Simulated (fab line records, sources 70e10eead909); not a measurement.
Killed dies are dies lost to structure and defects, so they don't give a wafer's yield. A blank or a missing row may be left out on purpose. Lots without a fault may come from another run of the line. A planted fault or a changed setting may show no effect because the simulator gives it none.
A struck lot beside a sound one | flow nand_harc | 15 steps out of a route of 1302
Sound: wafers L797.2, L797.4, L797.6. Struck: wafer L804.1. (L804.3, L804.6 of the same lot were not struck and are left out.) The cause comes at the end.
At each step with rows: each side's tool, then ch and its chambers, then its first start. Under that, the readings that differ: sound wafers | struck wafers | difference of the means | sigmas: that difference in standard deviations of wafers without a fault.
alike: readings whose means differ by less than 2 such deviations, and words and numbers that are the same on both sides. not compared: withheld readings, readings that some wafer has no value for, bounds like >300 that may hide the same value, and numbers for which the record gives no deviation and whose values overlap.
The two part at a step that has a row with sigmas, a row that says differs or no value, or rows on one side only. Numbers that don't overlap but have no deviation are shown without sigmas and don't part them. A reading that every wafer of one side lacks parts them only if that side has two wafers or more.

NHARC_A_DECK1_JOINT_ETCHBACK_07: etches the open film in HBr, target depth 105 nm, time 26.9 s.
  sound on rie_si-05 ch 1,2,3, day 12 11:02; struck on rie_si-03 ch 0, day 15 06:11
  alike: drypump_motor_current_A, oes_product_au, throttle_valve_pct
  not compared: rf_hours_counter_h
then, 8 steps without rows for these wafers: NHARC_A_DECK1_JOINT_ETCH_25 (etches SiO2 in dHF, target depth 0.5 nm); NHARC_A_DECK1_JOINT_ETCH_19 (etches poly-Si in TMAH, target depth 3 nm); NHARC_A_DECK1_JOINT_ETCH_18 (etches SiO2 in dHF, target depth 3 nm); NHARC_A_DECK1_JOINT_WET_08 (chemistry H3PO4, time 86 s); NHARC_A_DECK1_JOINT_ETCH_09 (etches SiO2 in dHF, target depth 5 nm); NHARC_A_DECK1_JOINT_WET_10 (chemistry H3PO4, time 86 s); NHARC_A_DECK1_JOINT_ETCH_11 (etches SiO2 in dHF, target depth 35 nm); NHARC_A_DECK1_JOINT_CVD_12 (deposits poly-Si, target thk 90 nm, time 1800 s).
NHARC_A_DECK1_JOINT_CMP_13: polishes, target thk 51.023 nm.
  sound on cmp-02 ch 1,2,3, day 12 21:13; struck on cmp-03 ch 0, day 15 17:20
  reading             | sound          | struck | difference | sigmas
  motor_current_A (A) | 12.7 12.8 12.5 | 15.4   | +2.7       | +2
  alike: time_to_endpoint_s
NHARC_A_DECK1_JOINT_THK_MEAS_14: measures by ellipsometry.
  sound on film_metro-01, day 12 21:26; struck on film_metro-02, day 15 17:34
  alike: thk_nm
then, 1 step without rows for these wafers: NHARC_A_DECK1_JOINT_SRD_04.
NHARC_A_DECK1_JOINT_ETCHBACK_00: etches the open film in HBr, target depth 30 nm, time 17.4 s.
  sound on rie_si-04 ch 0,2,3, day 12 21:34; struck on rie_si-04 ch 0, day 15 17:43
  reading               | sound             | struck | difference | sigmas
  oes_product_au (a.u.) | 1.012 0.993 0.989 | 0.823  | -0.175     | -16
  alike: drypump_motor_current_A, throttle_valve_pct
  not compared: rf_hours_counter_h
then, 2 steps without rows for these wafers: NHARC_A_DECK1_JOINT_PRECLEAN_30 (cleans in SC1); NHARC_END_SORT_01.

WHERE THEY PART
First at NHARC_A_DECK1_JOINT_CMP_13; last, within this record, at NHARC_A_DECK1_JOINT_ETCHBACK_00.

WHY: what the simulator had put in
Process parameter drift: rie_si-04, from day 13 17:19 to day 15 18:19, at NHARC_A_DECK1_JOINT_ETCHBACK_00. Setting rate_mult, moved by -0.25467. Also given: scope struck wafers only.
